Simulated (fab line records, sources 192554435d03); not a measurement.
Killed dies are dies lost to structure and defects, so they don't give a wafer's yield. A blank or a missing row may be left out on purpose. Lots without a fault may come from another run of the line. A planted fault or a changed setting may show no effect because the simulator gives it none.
A struck lot beside a sound one | flow n5_finfet | 15 steps out of a route of 1938
Sound: wafers L824.2, L824.3, L824.5. Struck: wafer L827.3. (L827.6 of the same lot was not struck and is left out.) The cause comes at the end.
At each step with rows: each side's tool, then ch and its chambers, then its first start. Under that, the readings that differ: sound wafers | struck wafers | difference of the means | sigmas: that difference in standard deviations of wafers without a fault.
alike: readings whose means differ by less than 2 such deviations, and words and numbers that are the same on both sides. not compared: withheld readings, readings that some wafer has no value for, bounds like >300 that may hide the same value, and numbers for which the record gives no deviation and whose values overlap.
The two part at a step that has a row with sigmas, a row that says differs or no value, or rows on one side only. Numbers that don't overlap but have no deviation are shown without sigmas and don't part them. A reading that every wafer of one side lacks parts them only if that side has two wafers or more.

N5_START_INSPECT_01: inspects for defects (unpatterned scan).
  sound on defect_inspect-01, day 2 00:02; struck on defect_inspect-01, day 2 18:02
  alike: raw_defect_count
then, 2 steps without rows for these wafers: N5_ZERO_LAYER_PRECLEAN_00 (cleans in SPM, time 600 s); N5_ZERO_LAYER_SRD_01 (time 30 s, dry time 30 s).
N5_ZERO_LAYER_PECVD_02: deposits SiO2 from SiH4/N2O, target thk 10 nm, time 6 s.
  sound on pecvd-01 ch 0,2, day 2 00:17; struck on pecvd-01 ch 1, day 2 18:17
  alike: heater_power_outer_w, heater_power_w, showerhead_plenum_p_Torr
then, 5 steps without rows for these wafers: N5_ZERO_LAYER_HMDS_04 (time 60 s); N5_ZERO_LAYER_COAT_05 (resist thk 1000 nm); N5_ZERO_LAYER_EBR_07; N5_ZERO_LAYER_SOFTBAKE_06 (time 90 s); N5_ZERO_LAYER_EXPOSE_08 (exposes mask ZERO, defocus 0 nm, target cd 2000 nm).
N5_ZERO_LAYER_PEB_09:
  sound on litho_track-02 ch 0, day 2 00:31; struck on litho_track-02 ch 0, day 2 18:32
then, 2 steps without rows for these wafers: N5_ZERO_LAYER_DEVELOP_10 (develop time 60 s); N5_ZERO_LAYER_HARDBAKE_23 (time 120 s).
N5_ZERO_LAYER_CD_MEAS_11: target cd 2000 nm.
  sound on cd_sem-02 ch 0, day 2 00:38; struck on cd_sem-03 ch 0, day 2 18:39
  reading    | sound                | struck | difference | sigmas
  cd_nm (nm) | 1999.1 1997.4 2002.4 | 1991.3 | -8.3       | -4
N5_ZERO_LAYER_DESCUM_16: chemistry O2, time 7.9 s.
  sound on rie_diel-04 ch 0,2,3, day 2 00:41; struck on rie_diel-02 ch 0, day 2 18:46
  alike: drypump_motor_current_A, o2_flow_sccm, oes_product_au, rf_vpp_V, showerhead_plenum_p_Torr, throttle_valve_pct
  not compared: rf_hours_counter_h
-- the record jumps here: 6 days lie between the struck wafers' starts before and after (it left off in module ZERO_LAYER and takes up again in module BEOL_M4, whose first step shown is number 1111 of the route) --
N5_BEOL_M4_RC_MEAS_101:
  sound on prober-01 ch 0, day 8 07:33; struck on prober-02 ch 0, day 8 15:10
  alike: DIBL_N, DIBL_P, IOFF_N, IOFF_P, ION_N, ION_P, SS_N, SS_P, VT_N, VT_P

WHERE THEY PART
Only at N5_ZERO_LAYER_CD_MEAS_11, within this record. Later steps at which nothing parts them and some readings are alike: N5_ZERO_LAYER_DESCUM_16, N5_BEOL_M4_RC_MEAS_101.

WHY: what the simulator had put in
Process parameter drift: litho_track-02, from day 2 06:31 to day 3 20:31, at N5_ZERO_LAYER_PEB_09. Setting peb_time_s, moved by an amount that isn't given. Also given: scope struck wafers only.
